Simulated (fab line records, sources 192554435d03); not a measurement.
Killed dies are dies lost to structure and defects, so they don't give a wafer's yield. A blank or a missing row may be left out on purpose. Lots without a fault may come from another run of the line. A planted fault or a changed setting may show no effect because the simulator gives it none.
Chamber matching | flow n5_finfet | N5_FIN_SAQP_SPACER2_ALD_28 on ald_sin-03: 4 sister chambers
The step deposits SiO2, target thk 8.1 nm, pulse time 1 s, purge time 2 s. 8 wafers are shown with their chamber, then 11 later ones without.

WAFERS WITH THEIR CHAMBER
wafer  | chamber | heater_power_w (W) | susceptor_temp_C (C)
L082.4 | 3       | 519                | 300.11
L082.5 | 2       | 526                | 299.97
L083.5 | 1       | 346                | 300.05
L083.6 | 0       | 438                | 299.90
L084.2 | 2       | 515                | 300.36
L084.5 | 1       | 349                | 299.82
L084.6 | 0       | 439                | 300.27
L085.2 | 3       | 513                | 300.17

WAFERS WITHOUT THEIR CHAMBER
wafer  | heater_power_w (W) | susceptor_temp_C (C)
L085.3 | 343                | 300.29
L085.5 | 511                | 299.90
L089.1 | 506                | 299.98
L089.3 | 441                | 299.70
L089.5 | 341                | 300.28
L093.2 | 515                | 300.21
L093.3 | 510                | 299.98
L093.6 | 518                | 300.23
L095.4 | 520                | 299.86
L095.5 | 357                | 299.98
L095.6 | 525                | 300.03

WHICH CHAMBER EACH WENT THROUGH
wafer  | from the rows above     | in truth
L085.3 | 1                       | 1
L085.5 | can't be placed: 3 or 2 | 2
L089.1 | can't be placed: 3 or 2 | 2
L089.3 | 0                       | 0
L089.5 | 1                       | 1
L093.2 | can't be placed: 3 or 2 | 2
L093.3 | can't be placed: 3 or 2 | 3
L093.6 | can't be placed: 3 or 2 | 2
L095.4 | can't be placed: 2 or 3 | 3
L095.5 | 1                       | 1
L095.6 | can't be placed: 2 or 3 | 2
Placed correctly: 4 of 11. Can't be placed from these rows: 7 (the true chamber is among the candidates in 7). Placed wrongly: 0.
How it was worked out, from the rows above alone: a wafer's distance from a chamber is the root of the sum, over the readings, of the square of ((its reading less the chamber's mean) divided by the reading's scatter). The wafer belongs to the nearest chamber; if the next one is less than 2 further off, it can't be placed. A chamber's mean is the mean of its shown wafers. The scatter: the root of (the sum of the squares of (reading less its chamber's mean) over the shown wafers, divided by (wafers less chambers)).
